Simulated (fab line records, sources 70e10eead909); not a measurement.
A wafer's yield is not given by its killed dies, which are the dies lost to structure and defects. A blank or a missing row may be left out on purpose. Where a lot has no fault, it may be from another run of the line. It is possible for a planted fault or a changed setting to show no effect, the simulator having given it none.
The tool behind it: which one?    flow nand harc    12 lots, 35 wafers sampled, at 5 steps of a route of 1159

WHAT EACH GAUGE READ, for each wafer
NHARC_P_BONDPAD_THK_MEAS_33: measures by ellipsometry. Usual: 200.5 nm for thk nm, sd 1.4.
lot   measured      on             thk nm (nm)        flag
L945  day 6 20:25   film metro-01  200.0 201.1 201.3  
L946  day 7 01:41   film metro-02  203.5 200.4 199.5  
L947  day 7 02:35   film metro-02  201.9 200.1 201.6  
L949  day 7 10:22   film metro-02  200.9 199.1 202.2  
L951  day 8 01:26   film metro-02  200.2 202.0        
L958  day 9 19:58   film metro-01  200.6 201.8 200.2  
L959  day 10 09:46  film metro-01  201.0 202.1 198.9  
L960  day 10 16:37  film metro-02  199.6 198.8 200.1  
L963  day 10 19:08  film metro-02  198.9 200.4 202.0  
L964  day 11 16:30  film metro-01  201.8 199.0 197.2  
L965  day 11 16:41  film metro-02  204.3 199.9 202.4  
L967  day 12 02:43  film metro-02  198.3 198.9 199.3  

NHARC_P_BONDPAD_THK_MEAS_20: measures by xrf. Usual: 161.0 nm for thk nm, sd 1.6.
lot   measured      on             thk nm (nm)        flag
L945  day 6 23:37   film metro-01  156.8 161.3 161.5  
L946  day 7 04:41   film metro-02  160.8 160.2 159.6  
L947  day 7 06:04   film metro-02  159.8 159.9 158.2  
L949  day 7 13:34   film metro-01  159.5 162.8 160.3  
L951  day 8 04:30   film metro-01  160.1 160.1        
L958  day 9 22:59   film metro-02  162.4 161.4 158.5  
L959  day 10 12:54  film metro-02  163.0 160.0 159.2  
L960  day 10 19:45  film metro-01  161.7 161.4 163.8  
L963  day 10 22:19  film metro-01  162.2 160.3 157.5  
L964  day 11 19:32  film metro-02  161.3 158.7 163.4  
L965  day 11 19:56  film metro-01  160.1 159.1 158.7  
L967  day 12 05:51  film metro-02  159.9 159.3 161.1  

NHARC_END_SORT_01. Usual: defect limited yield 95.3 %, standard deviation 1.3; killed at array 28, standard deviation 8.6; killed at other 0.7, standard deviation 1.2; killed at periphery 3.1, standard deviation 2.3; killed dies 32, standard deviation 8.7; killed open 3.2, standard deviation 1.7; killed short 2.0, standard deviation 1.5; sort_bin_2_pct 1.5 %, standard deviation 0.58; sort_bin_3_pct 0.28 %, standard deviation 0.22; sort_bin_4_pct 3.0 %, standard deviation 0.86; sort n pass 645, standard deviation 8.7; sort rim yield pct 97.8 %, standard deviation 1.4; sort yield pct 95.3 %, standard deviation 1.3.
lot   measured      on         defect limited yield (%)  killed at array  killed at other  killed at periphery  killed dies  killed open  killed short  sort_bin_2_pct (%)  sort_bin_3_pct (%)  sort_bin_4_pct (%)  sort n pass  sort rim yield pct (%)  sort yield pct (%)  flag
L958  day 22 04:52  prober-02  96.5 95.4 95.9            21 28 25         1 1 1            2 2 2                24 31 28     5 1 5        2 3 3         0.9 1.5 1.3         0 0.15 0.15         2.7 3.0 2.7         653 646 649  99.1 97.2 97.2          96.5 95.4 95.9      
L964  day 24 20:11  prober-01  95.7 95.3 95.1            27 28 31         0 0 0            2 4 2                29 32 33     3 2 3        1 2 1         1.2 1.0 1.8         0.30 0.15 0.30      2.8 3.5 2.8         648 645 644  99.1 97.2 99.1          95.7 95.3 95.1      

WHAT TOOL EACH LOT RAN ON (gives the tool, then ch and the chambers of the sampled wafers, and finally the start)
lot   NHARC_P_BONDPAD_ETCH_12                        NHARC_P_BONDPAD_PVD_17
L945  rie diel-12 ch 1,2,3, day 6 22:19 or earlier   pvd sputter-02, day 6 22:19
L946  rie diel-11 ch 0,1, day 7 03:25 or earlier     pvd sputter-02, day 7 03:25
L947  rie diel-08 ch 2,3, day 7 04:25 or earlier     pvd sputter-01, day 7 04:25
L949  rie diel-11 ch 0,1,2, day 7 12:16 or earlier   pvd sputter-02, day 7 12:16
L951  rie diel-11 ch 0,3, day 8 03:10 or earlier     pvd sputter-02, day 8 03:10
L958  rie diel-08 ch 0,1,3, day 9 21:40 or earlier   pvd sputter-03, day 9 21:40
L959  rie diel-11 ch 2,3, day 10 11:37 or earlier    pvd sputter-01, day 10 11:37
L960  rie diel-11 ch 0,2,3, day 10 18:28 or earlier  pvd sputter-02, day 10 18:28
L963  rie diel-11 ch 0,1, day 10 21:03 or earlier    pvd sputter-02, day 10 21:03
L964  rie diel-11 ch 2,3, day 11 18:13 or earlier    pvd sputter-01, day 11 18:13
L965  rie diel-11 ch 0,2,3, day 11 18:37 or earlier  pvd sputter-03, day 11 18:37
L967  rie diel-11 ch 0,3, day 12 04:31 or earlier    pvd sputter-02, day 12 04:31
- NHARC_P_BONDPAD_ETCH_12: etches the open film in CHF3/O2, target depth 200 nm, time 100 s.
- NHARC_P_BONDPAD_PVD_17: deposits TaN, target thk 5 nm, time 8.06 s.

WHAT THE TOOLS THEMSELVES READ (means of the sampled wafers that have a number; where no wafer has one, the mark that the record gives instead)
NHARC_P_BONDPAD_ETCH_12. Usual: drypump motor current A 5.8 A, standard deviation 0.53; oes product au 0.941 a.u., standard deviation 0.022; rf vpp V 370.3 V, standard deviation 2.5; showerhead plenum p Torr 2.39 Torr, standard deviation 0.11; throttle valve pct 20.572 %, standard deviation 0.0083.
lot   tool         drypump motor current A (A)  oes product au (a.u.)  rf vpp V (V)  showerhead plenum p Torr (Torr)  throttle valve pct (%)  flag
L945  rie diel-12  5.6                          0.922                  372.7         2.50                             20.568                  
L946  rie diel-11  6.0                          0.931                  370.0         2.37                             20.571                  
L947  rie diel-08  5.7                          0.963                  372.5         2.53                             20.572                  
L949  rie diel-11  5.8                          0.928                  369.6         2.40                             20.573                  
L951  rie diel-11  6.3                          0.929                  368.4         2.29                             20.576                  
L958  rie diel-08  5.7                          0.930                  372.2         2.47                             20.583                  
L959  rie diel-11  5.9                          0.921                  369.8         2.34                             20.571                  
L960  rie diel-11  6.1                          0.928                  368.9         2.31                             20.570                  
L963  rie diel-11  5.5                          0.930                  371.4         2.45                             20.574                  
L964  rie diel-11  6.0                          0.912                  369.0         2.34                             20.575                  
L965  rie diel-11  6.2                          0.945                  368.2         2.31                             20.574                  
L967  rie diel-11  6.3                          0.971                  367.8         2.28                             20.580                  

NHARC_P_BONDPAD_PVD_17. Usual: 30.3 % for throttle valve pct, sd 1.
lot   tool            throttle valve pct (%)  flag
L945  pvd sputter-02  30.6                    
L946  pvd sputter-02  30.5                    
L947  pvd sputter-01  30.4                    
L949  pvd sputter-02  31.1                    
L951  pvd sputter-02  30.8                    
L958  pvd sputter-03  30.0                    
L959  pvd sputter-01  29.5                    
L960  pvd sputter-02  31.2                    
L963  pvd sputter-02  31.0                    
L964  pvd sputter-01  30.8                    
L965  pvd sputter-03  29.9                    
L967  pvd sputter-02  30.8                    

THE ANSWER, worked out from the rows above alone
Rule: take the mean of a lot's wafers that have a number; if it is more than 3 standard deviations from the usual mean, the lot is off. Also off: a lot with no number at a reading for which 4 or more lots have one. Any other lot the step has rows for is counted as sound. The gauges are gone through in route order, then the tools' own readings, and for those a lot's mean is taken as printed above. At the first step where some lot is off, the reading lying furthest off is the one used; lots without a number count as furthest.
No lot is off on any of the readings shown, so nothing can be concluded from this.

WHAT HAD BEEN PUT IN BY THE SIMULATOR
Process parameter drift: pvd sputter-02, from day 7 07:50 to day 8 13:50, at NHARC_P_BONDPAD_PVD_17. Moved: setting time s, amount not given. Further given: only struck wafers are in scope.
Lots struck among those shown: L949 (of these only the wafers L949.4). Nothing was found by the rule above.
